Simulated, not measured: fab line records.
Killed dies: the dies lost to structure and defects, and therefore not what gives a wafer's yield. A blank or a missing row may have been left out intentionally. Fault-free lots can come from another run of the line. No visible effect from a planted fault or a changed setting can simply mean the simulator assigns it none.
fab line records    flow n5-finfet
record: lots: 11  wafers: 26  last-day: 16
route steps=1938 shown SD_EPI_N@273 SD_EPI_P@301 BEOL_M4@1111 PASSIVATION@1936
lots that met no fault: from a run of the same line without faults
start-h: the number of hours between the record's first day and the start of the first shown wafer of the lot    wait-h: time in hours since the lot's previous step    " same as the row above    L1.1+2: one row covering several wafers at once    - either no value or no given start    * or withheld: withheld    < > ~ a bound
route shown NAME@n: NAME is a module with steps in the file, n the number in the route of the first one    usual: average and standard deviation across the fault-free wafers    same: alike in all rows    chamber/n: place in a boat    sites: readings site by site    _std_site: how widely they spread, as a standard deviation    _edge_site: outer sites' mean less inner sites'    radius-mm: for every site, how far away it sits from the centre of the wafer    mask NAME#n: copy n    behind: the tool/chamber that last shaped the wafer    hold: why the lot was held/for how many hours/how that ended    device: which transistor (n, p or np) failed to switch    end of line: at the end of the route, the tests of the same wafers    a step without rows: its recipe alone    killed: count of dies lost to structure and defects at first sort (not the wafer's yield)    map: a wafer's dies, x killed, . not, _ none there
set.NAME: the setting that was run; set.NAME@STEP: the one run at that earlier step    model.NAME: the simulator's own value behind a step, which no gauge read
the route's steps for a sample of lots (tables are steps, rows are wafers)
services: a tool's chamber out of use, with start hour (start-h, from the record's first day; less than 0 if before it), hours out, and reason
== steps ==
step: N5_SD_EPI_N_DESCUM_14
recipe: chemistry: O2  time-s: 7.9  source-power-w: 50  bias-power-w: 20  pressure-mtorr: 20  rf-frequency-hz: 2.712e+07  temp-c: 40  resist: CAR-ArF-block  o2-flow-sccm: 225
usual: drypump-motor-current-A: 5.6/0.41  oes-product-au: 0.78/0.1  rf-vpp-V: 243.3/1.1  showerhead-plenum-p-Torr: 2.11/0.054  throttle-valve-pct: 20.63/0.18
lot.wafer  tool         chamber  start-h  wait-h  drypump-motor-current-A  oes-product-au  rf-hours-counter-h  rf-vpp-V  showerhead-plenum-p-Torr  throttle-valve-pct
L239.1     rie-diel-05  3        54.15    0.1     5.8                      0.75            136                 243.1     2.12                      20.84
L239.4     "            0        "        "       6.0                      0.75            143                 243.9     2.01                      20.47
L240.4     rie-diel-03  3        56.65    0.2     5.4                      0.67            235                 244.6     2.15                      20.72
L240.6     "            2        "        "       5.4                      0.73            -                   244.6     2.17                      20.66
L243.1     rie-diel-04  1        73.87    0.0     5.3                      0.94            4                   242.4     2.03                      20.34
L243.2     "            2        "        "       5.5                      0.68            249                 242.4     2.09                      21.10
L243.6     "            1        "        "       5.3                      0.95            -                   242.2     2.03                      20.33
L247.1     rie-diel-05  1        101.81   0.0     5.3                      0.67            245                 244.6     2.16                      20.85
L247.3     "            2        "        "       5.3                      0.77            89                  243.1     2.15                      20.67
L247.4     "            0        "        "       6.0                      0.73            156                 242.4     2.01                      20.51
L248.2     rie-diel-05  2        111.34   0.1     5.3                      0.77            92                  244.6     2.15                      20.69
L248.5     "            2        "        "       5.3                      0.77            -                   243.6     2.15                      20.70
L250.3     rie-diel-04  0        134.42   0.4     4.8                      0.87            57                  243.2     2.15                      20.48
L250.4     "            2        "        "       5.5                      0.94            14                  242.4     2.08                      20.76
L251.1     rie-diel-05  3        139.03   0.0     5.8                      0.71            168                 243.9     2.11                      20.88
L251.4     "            0        "        "       6.0                      0.73            170                 242.9     2.00                      20.52
L254.3     rie-diel-03  0        149.42   0.0     5.8                      0.66            238                 243.1     2.06                      20.57
L254.4     "            2        "        "       5.3                      0.69            221                 243.7     2.16                      20.70
L254.6     "            3        "        "       5.4                      0.95            -                   242.7     2.14                      20.41
L255.4     rie-diel-03  2        154.13   0.0     5.4                      0.70            224                 244.7     2.15                      20.70
L255.5     "            0        "        "       5.8                      0.66            -                   241.8     2.06                      20.57
L258.3     rie-diel-04  1        162.83   0.0     5.3                      0.88            37                  244.0     2.02                      20.39
L258.4     "            2        "        "       5.5                      0.91            24                  241.3     2.08                      20.80
L259.2     rie-diel-03  1        169.20   0.0     6.3                      0.83            74                  244.7     2.14                      20.60
L259.3     "            3        "        "       5.5                      0.92            19                  244.0     2.14                      20.38
L259.5     "            3        "        "       5.5                      0.93            -                   244.9     2.14                      20.39
step: N5_SD_EPI_N_ETCH_45
recipe: chemistry: CH3F/O2  target: SiOCN  target-depth-a: 60  mask-material: SOC  ion-energy-ev: 60  bias-w: 29  pressure-mtorr: 15  source-w: 410  Ar_flow_sccm: 150  CH3F_flow_sccm: 30  O2_flow_sccm: 20
usual: drypump-motor-current-A: 5.6/0.41  oes-product-au: 0.78/0.1  rf-vpp-V: 127.5/0.93  showerhead-plenum-p-Torr: 2.00/0.048  throttle-valve-pct: 23.45/0.16
lot.wafer  tool         chamber  start-h  wait-h  drypump-motor-current-A  oes-product-au  rf-hours-counter-h  rf-vpp-V  showerhead-plenum-p-Torr  throttle-valve-pct
L239.1     rie-diel-05  3        54.67    0.1     5.8                      0.74            136                 127.9     2.00                      23.55
L239.4     "            0        "        "       6.0                      0.74            143                 127.1     1.90                      23.22
L240.4     rie-diel-03  3        57.16    0.1     5.5                      0.68            235                 128.8     2.05                      23.70
L240.6     "            2        "        "       5.4                      0.74            -                   127.8     2.05                      23.38
L243.1     rie-diel-04  1        74.39    0.1     5.3                      0.96            4                   127.2     1.97                      23.54
L243.2     "            2        "        "       5.5                      0.68            249                 127.4     1.94                      23.67
L243.6     "            1        "        "       5.3                      0.96            -                   126.4     1.97                      23.54
L247.1     rie-diel-05  1        102.32   0.1     5.3                      0.68            246                 127.2     2.06                      23.77
L247.3     "            2        "        "       5.3                      0.77            89                  127.6     2.01                      23.30
L247.4     "            0        "        "       6.0                      0.73            156                 125.3     1.90                      23.23
L248.2     rie-diel-05  2        111.85   0.1     5.3                      0.77            92                  127.6     2.01                      23.31
L248.5     "            2        "        "       5.3                      0.77            -                   127.4     2.01                      23.32
L250.3     rie-diel-04  0        134.94   0.1     4.8                      0.87            57                  128.0     2.03                      23.33
L250.4     "            2        "        "       5.5                      0.94            14                  126.0     1.94                      23.42
L251.1     rie-diel-05  3        139.55   0.1     5.8                      0.72            168                 127.6     1.99                      23.58
L251.4     "            0        "        "       6.0                      0.72            170                 126.1     1.89                      23.25
L254.3     rie-diel-03  0        149.94   0.1     5.8                      0.66            239                 127.9     1.97                      23.54
L254.4     "            2        "        "       5.3                      0.69            222                 127.7     2.03                      23.44
L254.6     "            3        "        "       5.5                      0.95            -                   128.9     2.04                      23.41
L255.4     rie-diel-03  2        154.65   0.1     5.3                      0.69            224                 128.4     2.03                      23.43
L255.5     "            0        "        "       5.8                      0.65            -                   126.0     1.97                      23.54
L258.3     rie-diel-04  1        163.35   0.1     5.3                      0.86            37                  128.0     1.96                      23.57
L258.4     "            2        "        "       5.5                      0.91            24                  128.1     1.94                      23.39
L259.2     rie-diel-03  1        169.72   0.1     6.3                      0.82            74                  127.5     2.01                      23.33
L259.3     "            3        "        "       5.5                      0.93            19                  127.3     2.04                      23.39
L259.5     "            3        "        "       5.5                      0.93            -                   128.1     2.04                      23.40
step: N5_SD_EPI_P_PEB_07
recipe: peb-temp-c: 110  peb-time-s: 60  resist: CAR-ArF-block
usual: heater-power-total-W: 175.6/1.6
lot.wafer  tool            chamber  start-h  wait-h  heater-power-total-W
L240.4     litho-track-02  0        61.47    0.0     173.0
L240.6     "               0        "        "       173.0
L239.1     litho-track-03  0        61.50    0.1     175.4
L239.4     "               0        "        "       174.5
L243.1     litho-track-02  0        78.92    0.1     177.5
L243.2     "               0        "        "       177.7
L243.6     "               0        "        "       175.1
L247.1     litho-track-04  0        106.38   0.1     176.6
L247.3     "               0        "        "       177.3
L247.4     "               0        "        "       177.5
L248.2     litho-track-02  0        115.79   0.0     182.5
L248.5     "               0        "        "       173.0
L250.3     litho-track-02  0        139.90   0.0     176.8
L250.4     "               0        "        "       175.3
L251.1     litho-track-02  0        143.35   0.1     173.5
L251.4     "               0        "        "       174.8
L254.3     litho-track-03  0        153.98   0.0     177.4
L254.4     "               0        "        "       176.3
L254.6     "               0        "        "       176.3
L255.4     litho-track-03  0        158.65   0.0     177.7
L255.5     "               0        "        "       172.9
L258.3     litho-track-03  0        167.88   0.0     176.1
L258.4     "               0        "        "       177.6
L259.2     litho-track-04  0        174.26   0.0     174.5
L259.3     "               0        "        "       173.9
L259.5     "               0        "        "       176.4
step: N5_SD_EPI_P_DESCUM_14
recipe: chemistry: O2  time-s: 7.9  source-power-w: 50  bias-power-w: 20  pressure-mtorr: 20  rf-frequency-hz: 2.712e+07  temp-c: 40  resist: CAR-ArF-block  o2-flow-sccm: 225
usual: drypump-motor-current-A: 5.5/0.32  oes-product-au: 0.77/0.08  rf-vpp-V: 243.7/1.2  showerhead-plenum-p-Torr: 2.11/0.057  throttle-valve-pct: 20.57/0.19
lot.wafer  tool         chamber  start-h  wait-h  drypump-motor-current-A  oes-product-au  rf-hours-counter-h  rf-vpp-V  showerhead-plenum-p-Torr  throttle-valve-pct
L240.4     rie-diel-02  3        61.64    0.0     5.8                      0.72            -                   241.5     2.08                      20.72
L240.6     "            2        "        "       5.6                      0.73            -                   245.0     2.13                      20.16
L239.1     rie-diel-01  0        61.79    0.2     5.3                      0.98            2                   244.2     2.15                      20.64
L239.4     "            1        "        "       5.5                      0.76            123                 244.2     2.17                      20.33
L243.1     rie-diel-01  2        79.08    0.0     5.9                      0.74            181                 242.6     2.06                      20.62
L243.2     "            3        "        "       5.2                      0.70            194                 242.7     2.09                      20.67
L243.6     "            1        "        "       5.5                      0.77            -                   245.3     2.17                      20.35
L247.1     rie-diel-02  1        106.54   0.0     5.9                      0.73            188                 243.6     2.11                      20.46
L247.3     "            3        "        "       5.7                      0.73            205                 242.1     2.07                      20.74
L247.4     "            0        "        "       5.8                      0.93            15                  242.8     2.15                      20.37
L248.2     rie-diel-01  3        115.99   0.1     5.2                      0.69            205                 243.3     2.08                      20.67
L248.5     "            2        "        "       5.9                      0.74            -                   243.0     2.05                      20.62
L250.3     rie-diel-01  1        140.15   0.1     5.5                      0.76            148                 243.8     2.16                      20.36
L250.4     "            3        "        "       5.2                      0.69            213                 243.4     2.08                      20.69
L251.1     rie-diel-02  3        143.50   0.0     5.7                      0.72            218                 242.4     2.07                      20.75
L251.4     "            0        "        "       5.8                      0.91            28                  244.4     2.15                      20.39
L254.3     rie-diel-06  2        154.13   0.0     5.1                      0.89            54                  243.7     2.16                      20.52
L254.4     "            1        "        "       6.0                      0.71            208                 244.1     2.18                      20.80
L254.6     "            0        "        "       5.3                      0.76            -                   243.8     2.21                      20.55
L255.4     rie-diel-01  0        158.92   0.1     5.3                      0.92            29                  243.9     2.14                      20.67
L255.5     "            1        "        "       5.5                      0.75            -                   245.0     2.16                      20.39
L258.3     rie-diel-01  2        168.03   0.0     5.9                      0.73            207                 242.2     2.05                      20.63
L258.4     "            0        "        "       5.2                      0.90            31                  241.5     2.14                      20.69
L259.2     rie-diel-01  0        174.42   0.0     5.3                      0.89            34                  243.6     2.13                      20.67
L259.3     "            1        "        "       5.5                      0.74            159                 245.1     2.16                      20.38
L259.5     "            3        "        "       5.2                      0.69            -                   243.0     2.08                      20.70
step: N5_BEOL_M4_RC_MEAS_101
usual: DIBL_N: 36.0/2  DIBL_P: 35.9/2.5  IOFF_N: 0.16/0.038  IOFF_P: 0.21/0.04  ION_N: 675/14  ION_P: 462/9.4  SS_N: 71.5/0.75  SS_P: 73.2/0.74  VT_N: 250/3.9  VT_P: -251/3.2
lot.wafer  tool       chamber  start-h  wait-h  DIBL_N[mV/V]  DIBL_P[mV/V]  IOFF_N[nA/um]  IOFF_P[nA/um]  ION_N[uA/um]  ION_P[uA/um]  SS_N[mV/dec]  SS_P[mV/dec]  VT_N[mV]  VT_P[mV]
L240.4     prober-01  0        164.16   0.5     35.2          35.1          0.17           0.22           691           472           70.9          73.1          244       -245
L240.6     "          0        "        "       36.8          35.2          0.21           0.22           694           466           71.7          73.5          242       -246
L239.1     prober-01  0        166.62   0.0     37.7          35.8          0.20           0.20           667           455           72.2          72.8          249       -252
L239.4     "          0        "        "       36.3          33.6          0.16           0.16           675           452           71.1          72.4          250       -255
L243.1     prober-01  0        197.12   0.0     37.3          37.2          0.17           0.19           664           446           72.3          73.7          251       -255
L243.2     "          0        "        "       32.4          31.9          0.11           0.14           654           445           70.8          72.6          256       -257
L243.6     "          0        "        "       38.7          39.4          0.20           0.25           670           459           71.8          74.5          246       -251
L247.1     prober-02  0        212.35   0.0     35.6          34.3          0.16           0.23           701           483           71.3          72.8          243       -245
L247.3     "          0        "        "       34.8          33.3          0.13           0.22           683           475           69.7          72.4          248       -248
L247.4     "          0        "        "       35.3          34.1          0.14           0.23           686           472           70.6          72.8          248       -247
L248.2     prober-01  0        216.41   0.2     37.5          39.3          0.18           0.25           675           459           71.5          73.4          247       -250
L248.5     "          0        "        "       33.9          34.4          0.12           0.16           653           451           71.8          72.8          253       -258
L251.1     prober-01  0        249.48   0.0     35.1          35.8          0.15           0.17           678           465           70.9          72.8          249       -254
L251.4     "          0        "        "       37.2          37.7          0.18           0.20           682           460           71.8          73.6          248       -254
L250.3     prober-02  0        249.77   0.3     34.7          34.8          0.13           0.16           661           446           70.9          72.7          250       -254
L250.4     "          0        "        "       36.6          37.3          0.16           0.19           656           446           72.3          74.1          253       -255
L254.3     prober-01  0        268.25   0.3     38.6          39.3          0.22           0.24           685           466           72.4          73.3          248       -251
L254.4     "          0        "        "       38.6          39.2          0.21           0.26           683           472           72.2          73.0          248       -248
L254.6     "          0        "        "       35.6          36.2          0.17           0.20           696           474           71.3          72.3          248       -249
L255.4     prober-01  0        272.49   0.5     34.9          34.7          0.13           0.18           658           448           72.0          73.1          254       -253
L255.5     "          0        "        "       39.8          40.8          0.25           0.29           683           465           72.4          74.8          242       -246
L258.3     prober-01  0        273.98   0.3     33.9          30.5          0.13           0.16           653           444           70.8          72.2          252       -256
L258.4     "          0        "        "       39.8          39.0          0.27           0.30           696           469           72.6          73.9          241       -244
L259.2     prober-01  0        276.71   0.2     36.8          37.8          0.16           0.21           685           465           71.4          73.6          250       -248
L259.3     "          0        "        "       31.9          32.6          0.09           0.15           660           463           70.5          71.4          258       -256
L259.5     "          0        "        "       35.9          36.6          0.15           0.20           676           468           71.2          72.9          251       -251
step: N5_PASSIVATION_PROBE_49
usual: defect-limited-yield: 91.3/1.5  killed_at_M0_to_M3: 33/12  killed_at_M4_up: 15/5.2  killed-at-contacts: 12/5.1  killed-at-front-end: 39/11  killed-at-other: 5/3.6  killed-dies: 103/18  killed-open: 67/13  killed-short: 33/7.8  sort_bin_5_function: 5.1/0.96  sort_bin_6_memory: 3.2/0.71  sort_bin_8_speed: 0.01/0.063  sort-n-pass: 1077/18
same: gross-dies: 1180  killed-at-back-side: 0  sort_bin_4_leakage[%]: 0
lot.wafer  tool       chamber  start-h  wait-h  defect-limited-yield[%]  killed_at_M0_to_M3  killed_at_M4_up  killed-at-contacts  killed-at-front-end  killed-at-other  killed-dies  killed-open  killed-short  sort_bin_5_function[%]  sort_bin_6_memory[%]  sort_bin_8_speed[%]  sort-n-pass
L248.5     prober-01  -        313.96   0.2     91.6                     20                  14               11                  52                   2                99           64           35            5.1                     3.1                   0                    1081
L250.3     prober-02  -        348.55   0.1     92.2                     24                  17               7                   39                   5                92           53           25            4.3                     2.0                   0                    1088
L250.4     prober-02  -        348.60   0.2     91.9                     34                  6                28                  22                   5                95           56           38            4.5                     3.2                   0                    1085
L251.1     prober-01  -        348.58   0.0     93.2                     9                   30               11                  29                   1                80           50           29            3.9                     2.5                   0                    1100
killed by level:class
L248.5 FIN_SAQP:geometric-particle:open=15 FIN_SAQP:geometric-particle:short=13 STI_FIN_REVEAL:geometric-particle:open=10 MOL_CONTACT_COAG:geometric-particle:open=9 BEOL_M0_SAQP:geometric-particle:short=6 BEOL_M4:geometric-particle:open=5 DUMMY_GATE:geometric-particle:open=4 BEOL_M0_SAQP:geometric-particle:open=3
L250.3 HKMG_FIN:area-etch=14 MOL_CONTACT_COAG:geometric-particle:open=7 STI_FIN_REVEAL:geometric-particle:open=5 BEOL_M3:geometric-particle:open=5 BEOL_M4:geometric-particle:open=5 FIN_SAQP:geometric-particle:short=4 BEOL_M0_SAQP:geometric-particle:short=4 BEOL_M0_SAQP:geometric-particle:open=4
L251.1 BEOL_M4:geometric-particle:open=18 FIN_SAQP:geometric-particle:short=9 MOL_CONTACT_COAG:geometric-particle:open=8 BEOL_M4:geometric-particle:short=5 FIN_SAQP:geometric-particle:open=4 STI_FIN_REVEAL:geometric-particle:open=4 MOL_CONTACT_COAG:geometric-particle:short=3 ILD0:geometric-particle:short=2
L250.4 MOL_CONTACT_COAG:geometric-particle:open=17 MOL_CONTACT_COAG:geometric-particle:short=11 BEOL_M1:geometric-particle:open=8 GATE_CUT:geometric-particle:open=7 BEOL_M0_SAQP:geometric-particle:short=6 BEOL_M2:geometric-particle:open=5 BEOL_M3:geometric-particle:open=4 STARTING-WAFER:geometric-particle:short=4
== services ==
tool         chamber  start-h  hours  kind
rie-diel-01  -        30.20    1.6    repair
rie-diel-06  0        30.96    1.5    repair
rie-diel-01  0        37.47    -      clean
rie-diel-01  0        37.47    -      consumable-replace:focus-ring
rie-diel-01  0        37.47    20.3   scheduled-down
rie-diel-01  0        37.47    20.3   vent-cycle
rie-diel-02  2        37.70    1.8    repair
rie-diel-02  0        51.40    10.9   repair
rie-diel-05  0        63.64    5.0    repair
rie-diel-01  -        94.56    2.8    pm
rie-diel-03  3        104.51   -      clean
rie-diel-03  3        104.51   -      consumable-replace:focus-ring
rie-diel-03  3        104.51   17.2   scheduled-down
rie-diel-03  3        104.51   17.2   vent-cycle
rie-diel-01  0        114.37   7.6    repair
rie-diel-05  1        114.63   -      clean
rie-diel-05  1        114.63   -      consumable-replace:focus-ring
rie-diel-05  1        114.63   18.1   scheduled-down
rie-diel-05  1        114.63   18.1   vent-cycle
rie-diel-06  1        127.09   2.5    repair
rie-diel-06  2        139.56   7.7    repair
rie-diel-01  3        142.69   2.2    repair
rie-diel-04  3        149.33   7.2    repair
rie-diel-04  2        169.75   12.7   repair
== key ==
first-sign: step: N5_SD_EPI_P_PEB_07  reading: heater-power-total-W  direction: up  sigmas: 4.3  usual: *  struck: *
effect none on later readings
met-at N5_SD_EPI_P_PEB_07
struck-lots L248
struck-wafers L248.2
baseline-loss: step: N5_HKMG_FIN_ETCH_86  wafers: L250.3
not-acting-at N5_SD_EPI_N_DESCUM_14,N5_SD_EPI_N_ETCH_45,N5_SD_EPI_P_DESCUM_14
onset-between 78.92 115.79
fault: kind: process-parameter-drift  tool: litho-track-02  chamber: -  onset-h: 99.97  steps: N5_SD_EPI_P_PEB_07  channel: peb-time-s  offset: *  shape: step  end-h: 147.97  scope: struck-wafers-only  acts-in: *  stated: *
baseline-loss: these wafers lose ten dies or more at that step, a loss of the line's own and not of a fault; the sort's usual values leave them out
